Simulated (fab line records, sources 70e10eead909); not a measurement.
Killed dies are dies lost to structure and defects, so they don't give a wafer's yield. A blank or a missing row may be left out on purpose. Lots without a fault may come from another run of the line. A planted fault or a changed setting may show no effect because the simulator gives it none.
A struck lot beside a sound one | flow nand_harc | 18 steps out of a route of 1302
Sound: wafers L324.2, L324.3, L324.4. Struck: wafers L339.3, L339.5, L339.6. The cause comes at the end.
At each step with rows: each side's tool, then ch and its chambers, then its first start. Under that, the readings that differ: sound wafers | struck wafers | difference of the means | sigmas: that difference in standard deviations of wafers without a fault.
alike: readings whose means differ by less than 2 such deviations, and words and numbers that are the same on both sides. not compared: withheld readings, readings that some wafer has no value for, bounds like >300 that may hide the same value, and numbers for which the record gives no deviation and whose values overlap.
The two part at a step that has a row with sigmas, a row that says differs or no value, or rows on one side only. Numbers that don't overlap but have no deviation are shown without sigmas and don't part them. A reading that every wafer of one side lacks parts them only if that side has two wafers or more.

first, 6 steps without rows for these wafers: NHARC_THIN_TSV_COAT_27; NHARC_THIN_TSV_SOFTBAKE_28 (time 95 s); NHARC_THIN_TSV_EBR_29; NHARC_THIN_TSV_EXPOSE_30 (exposes mask PAD); NHARC_THIN_TSV_PEB_31 (peb time 85 s); NHARC_THIN_TSV_DEVELOP_32 (time 70 s).
NHARC_THIN_TSV_CD_MEAS_33: target cd 5000 nm.
  sound on cd_sem-01 ch 0, day 25 03:52; struck on cd_sem-01 ch 0, day 31 12:17
  alike: cd_nm
then, 1 step without rows for these wafers: NHARC_THIN_TSV_HARDBAKE_34 (time 80 s).
NHARC_THIN_TSV_DESCUM_35: chemistry O2, time 3 s.
  sound on rie_diel-06 ch 0,1,2, day 25 04:02; struck on rie_diel-01 ch 1,2,3, day 31 12:30
  alike: drypump_motor_current_A, o2_flow_sccm, oes_product_au, rf_vpp_V, showerhead_plenum_p_Torr, throttle_valve_pct
  not compared: rf_hours_counter_h
NHARC_THIN_TSV_ETCH_59: etches the open film in Cl2/BCl3, target depth 880 nm, time 138.1 s.
  sound on rie_metal-02 ch 0,1, day 25 04:11; struck on rie_metal-03 ch 0,1, day 31 12:40
  alike: drypump_motor_current_A, oes_product_au, throttle_valve_pct
  not compared: rf_hours_counter_h
NHARC_THIN_TSV_ETCH_36: etches the open film in Cl2/BCl3, target depth 65 nm, time 18.571 s.
  sound on rie_metal-02 ch 0,1, day 25 04:25; struck on rie_metal-03 ch 0,1, day 31 12:52
  alike: drypump_motor_current_A, oes_product_au
  not compared: rf_hours_counter_h
NHARC_THIN_TSV_STRIP_56: strips in O2.
  sound on plasma_asher-02 ch 0,1, day 25 04:30; struck on plasma_asher-01 ch 0,1, day 31 13:05
  alike: drypump_motor_current_A, heater_power_w
  not compared: rf_hours_counter_h
NHARC_THIN_TSV_STRIP_57: strips in post etch residue remover, time 1200 s.
  sound on wet_bench-10 ch 0,1,5, day 25 04:52; struck on wet_bench-08 ch 0,1,6, day 31 13:19
NHARC_THIN_TSV_CD_MEAS_37:
  sound on cd_sem-01, day 25 05:19; struck on cd_sem-03, day 31 13:44
  alike: cd_nm
then, 1 step without rows for these wafers: NHARC_THIN_TSV_ANNEAL_58 (time 1800 s).
NHARC_THIN_TSV_INSPECT_40:
  sound on defect_inspect-02, day 25 08:28; struck on defect_inspect-02, day 31 18:15
  reading          | sound       | struck         | difference | sigmas
  raw_defect_count | 562 617 585 | 1635 1779 1714 | +1121      | +13
NHARC_END_WLT_00:
  sound on prober-02, day 25 09:01; struck on prober-02, day 31 23:49
  reading            | sound             | struck            | difference | sigmas
  VT_DECK1_TOP_INNER | 0.902 0.903 0.903 | 0.882 0.885 0.885 | -0.019     | -2
  alike: VT_DECK1_BOTTOM, VT_DECK1_BOTTOM_INNER, VT_DECK1_MEDIAN_NEAR_BOTTOM, VT_DECK1_MEDIAN_NEAR_BOTTOM_INNER, VT_DECK1_MIDDLE, VT_DECK1_MIDDLE_INNER, VT_DECK1_TOP, VT_DECK2_BOTTOM, VT_DECK2_BOTTOM_INNER, VT_DECK2_MEDIAN_NEAR_BOTTOM, VT_DECK2_MEDIAN_NEAR_BOTTOM_INNER, VT_DECK2_MIDDLE, VT_DECK2_MIDDLE_INNER, VT_DECK2_TOP, VT_DECK2_TOP_INNER
NHARC_END_SORT_01:
  sound on prober-02 ch 0, day 25 12:20; struck on prober-02 ch 0, day 32 03:25
  reading                  | sound    | struck      | difference | sigmas
  defect_limited_yield (%) | 88 89 88 | 85 76 74    | -10        | -3
  killed_at_other          | 0 0 1    | 59 74 83    | +72        | +65
  killed_at_periphery      | 2 2 3    | 9 10 10     | +7         | +2
  killed_dies              | 81 74 82 | 103 165 175 | +69        | +3
  alike: killed_at_array, killed_open, killed_short

WHERE THEY PART
First at NHARC_THIN_TSV_INSPECT_40; last, within this record, at NHARC_END_SORT_01.

WHY: what the simulator had put in
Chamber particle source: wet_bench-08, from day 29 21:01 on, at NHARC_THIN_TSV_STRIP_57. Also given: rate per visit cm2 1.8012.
